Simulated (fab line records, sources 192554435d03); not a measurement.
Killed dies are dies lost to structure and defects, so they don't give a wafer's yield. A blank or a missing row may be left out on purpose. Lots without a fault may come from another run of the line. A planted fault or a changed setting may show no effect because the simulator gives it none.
A sampling plan put to the test | flow n5_finfet | one fab line, 44 faults that these records tell of, each judged on the records of the lots that it struck
The plan is the line's own looks: the steps of the route at which a gauge or an inspection reads the wafer and doesn't change it. A look can be judged if struck wafers have a number there and the file gives its usual mean and standard deviation on fault-free wafers. Caught: at a look after the fault's first step, the mean of the struck wafers lies 4 or more of those standard deviations (sigma) from the usual mean. On the tool: the same test on the tool's own readings at the fault's steps. Another recipe on the struck wafers, or a record that is blank for them alone, also counts as caught.

THE FAULTS, as the simulator had put them in
1. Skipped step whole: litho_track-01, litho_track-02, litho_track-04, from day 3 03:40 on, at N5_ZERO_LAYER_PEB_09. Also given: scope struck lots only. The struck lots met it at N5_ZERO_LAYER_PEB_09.
2. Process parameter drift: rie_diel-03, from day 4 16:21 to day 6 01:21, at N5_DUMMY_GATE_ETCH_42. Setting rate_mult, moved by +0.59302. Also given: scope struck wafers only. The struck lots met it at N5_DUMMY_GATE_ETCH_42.
3. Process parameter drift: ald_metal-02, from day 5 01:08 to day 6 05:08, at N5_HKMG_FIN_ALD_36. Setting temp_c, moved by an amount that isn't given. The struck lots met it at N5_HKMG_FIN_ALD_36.
4. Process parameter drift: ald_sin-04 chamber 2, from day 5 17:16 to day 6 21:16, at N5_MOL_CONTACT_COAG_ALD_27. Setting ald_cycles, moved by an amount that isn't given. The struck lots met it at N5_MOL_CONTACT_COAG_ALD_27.
5. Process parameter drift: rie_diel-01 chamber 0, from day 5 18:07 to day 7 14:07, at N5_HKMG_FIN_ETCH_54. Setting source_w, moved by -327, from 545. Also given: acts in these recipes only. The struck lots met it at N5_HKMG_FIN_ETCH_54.
6. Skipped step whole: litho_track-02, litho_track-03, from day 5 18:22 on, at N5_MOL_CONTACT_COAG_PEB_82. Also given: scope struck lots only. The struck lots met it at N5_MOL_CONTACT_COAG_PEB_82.
7. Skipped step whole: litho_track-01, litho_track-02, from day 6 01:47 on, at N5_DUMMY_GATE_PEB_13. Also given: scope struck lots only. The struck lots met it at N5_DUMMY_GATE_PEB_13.
8. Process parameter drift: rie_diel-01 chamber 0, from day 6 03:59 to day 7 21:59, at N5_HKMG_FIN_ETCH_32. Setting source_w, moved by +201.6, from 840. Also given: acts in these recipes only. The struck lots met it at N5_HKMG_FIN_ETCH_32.
9. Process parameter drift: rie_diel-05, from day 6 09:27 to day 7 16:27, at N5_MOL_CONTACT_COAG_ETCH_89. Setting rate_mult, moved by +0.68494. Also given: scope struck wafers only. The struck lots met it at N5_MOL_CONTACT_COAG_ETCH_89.
10. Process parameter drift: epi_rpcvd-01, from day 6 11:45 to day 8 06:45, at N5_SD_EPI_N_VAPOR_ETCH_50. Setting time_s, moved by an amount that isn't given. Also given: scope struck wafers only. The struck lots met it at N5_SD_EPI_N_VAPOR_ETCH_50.
11. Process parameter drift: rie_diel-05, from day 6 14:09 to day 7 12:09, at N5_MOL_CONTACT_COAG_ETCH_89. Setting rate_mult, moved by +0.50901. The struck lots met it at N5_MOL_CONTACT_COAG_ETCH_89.
12. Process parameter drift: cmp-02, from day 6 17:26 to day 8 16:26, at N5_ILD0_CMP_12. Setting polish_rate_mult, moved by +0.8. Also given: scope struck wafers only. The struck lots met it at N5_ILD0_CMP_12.
13. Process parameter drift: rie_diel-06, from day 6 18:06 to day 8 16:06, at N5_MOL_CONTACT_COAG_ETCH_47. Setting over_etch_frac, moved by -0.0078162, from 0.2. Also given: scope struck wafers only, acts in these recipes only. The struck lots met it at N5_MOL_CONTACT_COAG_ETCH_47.
14. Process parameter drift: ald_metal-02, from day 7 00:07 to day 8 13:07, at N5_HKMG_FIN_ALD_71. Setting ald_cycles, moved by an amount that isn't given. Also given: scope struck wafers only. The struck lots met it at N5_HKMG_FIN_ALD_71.
15. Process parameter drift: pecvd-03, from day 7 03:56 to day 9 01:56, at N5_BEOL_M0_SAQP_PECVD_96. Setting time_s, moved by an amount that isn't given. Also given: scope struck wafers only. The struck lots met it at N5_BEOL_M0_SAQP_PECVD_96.
16. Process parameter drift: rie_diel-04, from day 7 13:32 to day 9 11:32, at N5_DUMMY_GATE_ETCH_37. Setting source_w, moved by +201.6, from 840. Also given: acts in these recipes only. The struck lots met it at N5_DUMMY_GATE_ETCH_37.
17. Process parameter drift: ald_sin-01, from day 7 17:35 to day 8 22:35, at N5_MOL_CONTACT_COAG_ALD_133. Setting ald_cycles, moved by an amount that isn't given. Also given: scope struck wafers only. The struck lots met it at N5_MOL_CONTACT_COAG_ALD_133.
18. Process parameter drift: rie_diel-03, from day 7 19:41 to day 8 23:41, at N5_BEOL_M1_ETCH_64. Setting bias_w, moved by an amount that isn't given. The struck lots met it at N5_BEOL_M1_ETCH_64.
19. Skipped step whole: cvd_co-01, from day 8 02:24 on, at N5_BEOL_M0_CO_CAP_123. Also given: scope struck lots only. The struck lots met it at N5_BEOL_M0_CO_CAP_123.
20. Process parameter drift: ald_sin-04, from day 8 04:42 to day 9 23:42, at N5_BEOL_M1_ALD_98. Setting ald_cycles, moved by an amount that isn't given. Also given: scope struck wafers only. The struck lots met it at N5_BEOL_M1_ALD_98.
21. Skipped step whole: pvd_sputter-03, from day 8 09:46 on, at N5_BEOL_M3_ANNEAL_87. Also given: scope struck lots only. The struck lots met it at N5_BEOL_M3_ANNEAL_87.
22. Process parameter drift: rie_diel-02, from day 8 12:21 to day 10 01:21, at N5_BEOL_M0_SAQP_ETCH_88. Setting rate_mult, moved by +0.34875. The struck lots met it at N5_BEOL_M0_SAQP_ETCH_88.
23. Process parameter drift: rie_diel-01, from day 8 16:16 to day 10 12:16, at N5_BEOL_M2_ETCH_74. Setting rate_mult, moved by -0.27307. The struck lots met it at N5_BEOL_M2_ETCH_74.
24. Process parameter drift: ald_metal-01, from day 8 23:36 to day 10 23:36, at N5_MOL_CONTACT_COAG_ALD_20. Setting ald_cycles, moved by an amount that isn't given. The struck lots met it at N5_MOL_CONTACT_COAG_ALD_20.
25. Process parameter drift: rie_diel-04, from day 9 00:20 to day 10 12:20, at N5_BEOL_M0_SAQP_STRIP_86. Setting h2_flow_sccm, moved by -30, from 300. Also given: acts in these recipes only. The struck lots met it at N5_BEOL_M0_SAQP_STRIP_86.
26. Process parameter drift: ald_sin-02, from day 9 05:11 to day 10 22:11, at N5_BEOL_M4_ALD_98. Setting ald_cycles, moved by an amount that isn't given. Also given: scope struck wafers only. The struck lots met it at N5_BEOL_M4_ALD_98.
27. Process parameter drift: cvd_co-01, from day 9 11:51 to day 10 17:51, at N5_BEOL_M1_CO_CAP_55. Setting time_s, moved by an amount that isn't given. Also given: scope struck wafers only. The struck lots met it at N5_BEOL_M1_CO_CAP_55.
28. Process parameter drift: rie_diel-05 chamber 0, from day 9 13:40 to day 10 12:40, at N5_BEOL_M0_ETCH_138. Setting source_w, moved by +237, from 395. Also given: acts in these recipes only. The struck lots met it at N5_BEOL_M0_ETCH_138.
29. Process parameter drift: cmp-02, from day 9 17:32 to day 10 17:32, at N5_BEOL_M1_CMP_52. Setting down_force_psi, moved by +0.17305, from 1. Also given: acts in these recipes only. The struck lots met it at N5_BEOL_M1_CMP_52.
30. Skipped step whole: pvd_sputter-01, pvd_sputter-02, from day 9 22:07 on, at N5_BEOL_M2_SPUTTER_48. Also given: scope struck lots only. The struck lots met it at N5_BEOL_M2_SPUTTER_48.
31. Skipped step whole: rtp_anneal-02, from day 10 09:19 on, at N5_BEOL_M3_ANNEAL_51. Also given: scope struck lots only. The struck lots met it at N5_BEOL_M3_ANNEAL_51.
32. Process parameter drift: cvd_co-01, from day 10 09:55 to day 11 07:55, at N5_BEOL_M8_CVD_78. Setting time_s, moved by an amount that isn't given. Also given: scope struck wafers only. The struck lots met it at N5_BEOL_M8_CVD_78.
33. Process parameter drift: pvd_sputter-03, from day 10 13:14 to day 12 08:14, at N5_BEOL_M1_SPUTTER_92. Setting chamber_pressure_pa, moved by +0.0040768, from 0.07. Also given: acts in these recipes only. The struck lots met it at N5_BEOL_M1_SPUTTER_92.
34. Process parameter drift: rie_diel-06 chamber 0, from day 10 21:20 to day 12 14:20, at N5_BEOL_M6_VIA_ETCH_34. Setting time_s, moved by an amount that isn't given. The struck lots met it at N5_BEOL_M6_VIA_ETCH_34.
35. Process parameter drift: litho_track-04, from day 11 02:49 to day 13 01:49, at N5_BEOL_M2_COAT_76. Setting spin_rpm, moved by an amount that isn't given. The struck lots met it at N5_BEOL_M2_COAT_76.
36. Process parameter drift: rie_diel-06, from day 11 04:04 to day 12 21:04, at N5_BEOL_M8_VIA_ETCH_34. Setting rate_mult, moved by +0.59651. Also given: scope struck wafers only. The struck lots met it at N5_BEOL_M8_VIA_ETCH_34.
37. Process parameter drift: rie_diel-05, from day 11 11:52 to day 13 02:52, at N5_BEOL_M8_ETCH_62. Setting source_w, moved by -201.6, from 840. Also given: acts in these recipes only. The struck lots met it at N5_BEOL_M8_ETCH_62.
38. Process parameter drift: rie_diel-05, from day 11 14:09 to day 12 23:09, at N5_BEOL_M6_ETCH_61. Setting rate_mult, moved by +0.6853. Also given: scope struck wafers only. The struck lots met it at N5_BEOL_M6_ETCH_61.
39. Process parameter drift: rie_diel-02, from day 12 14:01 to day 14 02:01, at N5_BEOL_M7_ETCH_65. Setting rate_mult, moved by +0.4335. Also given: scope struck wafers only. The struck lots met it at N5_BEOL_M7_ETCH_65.
40. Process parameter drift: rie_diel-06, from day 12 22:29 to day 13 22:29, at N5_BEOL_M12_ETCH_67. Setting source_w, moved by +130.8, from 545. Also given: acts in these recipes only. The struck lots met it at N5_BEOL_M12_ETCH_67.
41. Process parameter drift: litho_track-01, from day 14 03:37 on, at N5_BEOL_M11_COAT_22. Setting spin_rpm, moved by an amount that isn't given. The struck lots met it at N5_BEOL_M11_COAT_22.
42. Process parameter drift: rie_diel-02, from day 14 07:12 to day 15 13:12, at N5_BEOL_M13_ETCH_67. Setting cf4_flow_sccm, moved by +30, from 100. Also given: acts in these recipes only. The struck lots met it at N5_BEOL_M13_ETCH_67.
43. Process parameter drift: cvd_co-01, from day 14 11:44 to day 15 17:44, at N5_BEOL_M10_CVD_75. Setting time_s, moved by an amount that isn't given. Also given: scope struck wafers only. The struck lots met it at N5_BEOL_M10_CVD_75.
44. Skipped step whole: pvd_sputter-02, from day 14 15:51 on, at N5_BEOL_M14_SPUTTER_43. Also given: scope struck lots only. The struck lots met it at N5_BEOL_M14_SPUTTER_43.

WHAT THE PLAN SAW
fault | on the tool itself                               | first look that catches it                      | reading, sigma                                      | median hours from its first step to that look | hours from the fault's start to the first struck lot there | judged looks passed uncaught
1     | no reading that can be judged                    | no look after it can be judged                  | -                                                   | -                                             | -                                                          | 0
2     | oes_product_au +6.1 sigma                        | not the one look that can be judged after it    | -                                                   | -                                             | -                                                          | 1
3     | susceptor_temp_C +86 sigma                       | not the one look that can be judged after it    | -                                                   | -                                             | -                                                          | 1
4     | run_length_s +99 or beyond sigma                 | not the one look that can be judged after it    | -                                                   | -                                             | -                                                          | 1
5     | etch_rf_on_time_s +88 sigma                      | not the one look that can be judged after it    | -                                                   | -                                             | -                                                          | 1
6     | the tool's record is blank for the struck wafers | no look after it can be judged                  | -                                                   | -                                             | -                                                          | 0
7     | the tool's record is blank for the struck wafers | no look after it can be judged                  | -                                                   | -                                             | -                                                          | 0
8     | rf_fwd_power_W +77 sigma                         | not the one look that can be judged after it    | -                                                   | -                                             | -                                                          | 1
9     | etch_rf_on_time_s -25 sigma                      | none of the 2 looks that can be judged after it | -                                                   | -                                             | -                                                          | 2
10    | under 2 sigma                                    | not the one look that can be judged after it    | strongest: REXT_N at N5_BEOL_M4_RC_MEAS_101, -3.7   | -                                             | -                                                          | 1
11    | etch_rf_on_time_s -21 sigma                      | not the one look that can be judged after it    | -                                                   | -                                             | -                                                          | 1
12    | time_to_endpoint_s -4.6 sigma                    | none of the 2 looks that can be judged after it | -                                                   | -                                             | -                                                          | 2
13    | under 2 sigma                                    | not the one look that can be judged after it    | -                                                   | -                                             | -                                                          | 1
14    | under 2 sigma                                    | not the one look that can be judged after it    | -                                                   | -                                             | -                                                          | 1
15    | run_length_s +7.9 sigma                          | not the one look that can be judged after it    | -                                                   | -                                             | -                                                          | 1
16    | rf_fwd_power_W +56 sigma                         | not the one look that can be judged after it    | -                                                   | -                                             | -                                                          | 1
17    | under 2 sigma                                    | not the one look that can be judged after it    | -                                                   | -                                             | -                                                          | 1
18    | bias_w +99 or beyond sigma                       | not the one look that can be judged after it    | -                                                   | -                                             | -                                                          | 1
19    | the tool's record is blank for the struck wafers | not the one look that can be judged after it    | -                                                   | -                                             | -                                                          | 1
20    | under 2 sigma                                    | not the one look that can be judged after it    | -                                                   | -                                             | -                                                          | 1
21    | the tool's record is blank for the struck wafers | not the one look that can be judged after it    | -                                                   | -                                             | -                                                          | 1
22    | etch_rf_on_time_s -13 sigma                      | not the one look that can be judged after it    | -                                                   | -                                             | -                                                          | 1
23    | etch_rf_on_time_s +26 sigma                      | not the one look that can be judged after it    | -                                                   | -                                             | -                                                          | 1
24    | under 2 sigma                                    | not the one look that can be judged after it    | -                                                   | -                                             | -                                                          | 1
25    | h2_flow_sccm -33 sigma                           | not the one look that can be judged after it    | -                                                   | -                                             | -                                                          | 1
26    | under 2 sigma                                    | not the one look that can be judged after it    | -                                                   | -                                             | -                                                          | 1
27    | run_length_s +99 or beyond sigma                 | none of the 2 looks that can be judged after it | -                                                   | -                                             | -                                                          | 2
28    | rf_fwd_power_W +99 or beyond sigma               | not the one look that can be judged after it    | -                                                   | -                                             | -                                                          | 1
29    | head_pressure_psi +75 sigma                      | none of the 2 looks that can be judged after it | -                                                   | -                                             | -                                                          | 2
30    | the tool's record is blank for the struck wafers | not the one look that can be judged after it    | -                                                   | -                                             | -                                                          | 1
31    | the tool's record is blank for the struck wafers | not the one look that can be judged after it    | -                                                   | -                                             | -                                                          | 1
32    | run_length_s -4.5 sigma                          | no look after it can be judged                  | -                                                   | -                                             | -                                                          | 0
33    | chamber_pressure_pa +26 sigma                    | not the one look that can be judged after it    | -                                                   | -                                             | -                                                          | 1
34    | run_length_s +13 sigma                           | no look after it can be judged                  | -                                                   | -                                             | -                                                          | 0
35    | spin_speed_rpm +68 sigma                         | none of the 2 looks that can be judged after it | -                                                   | -                                             | -                                                          | 2
36    | oes_product_au +5.4 sigma                        | no look after it can be judged                  | -                                                   | -                                             | -                                                          | 0
37    | rf_fwd_power_W -75 sigma                         | no look after it can be judged                  | -                                                   | -                                             | -                                                          | 0
38    | etch_rf_on_time_s -28 sigma                      | no look after it can be judged                  | -                                                   | -                                             | -                                                          | 0
39    | etch_rf_on_time_s -16 sigma                      | no look after it can be judged                  | -                                                   | -                                             | -                                                          | 0
40    | rf_fwd_power_W +73 sigma                         | no look after it can be judged                  | -                                                   | -                                             | -                                                          | 0
41    | spin_speed_rpm +99 or beyond sigma               | no look after it can be judged                  | -                                                   | -                                             | -                                                          | 0
42    | cf4_flow_sccm +99 or beyond sigma                | no look after it can be judged                  | -                                                   | -                                             | -                                                          | 0
43    | run_length_s -99 or beyond sigma                 | not the one look that can be judged after it    | -                                                   | -                                             | -                                                          | 1
44    | the tool's record is blank for the struck wafers | not the one look that can be judged after it    | strongest: M14_THK at N5_BEOL_M14_THK_MEAS_50, +2.9 | -                                             | -                                                          | 1
A dash: the fault isn't caught, or these records don't give the number.

Caught at a look: 0 of 44. Caught on the tool: 36 of 44. By one or the other: 36 of 44.
Caught on the tool alone: faults 2, 3, 4, 5, 6, 7, 8, 9, 11, 12, 15, 16, 18, 19, 21, 22, 23, 25, 27, 28, 29, 30, 31, 32, 33, 34, 35, 36, 37, 38, 39, 40, 41, 42, 43, 44.
Caught by neither: faults 1, 10, 13, 14, 17, 20, 24, 26.
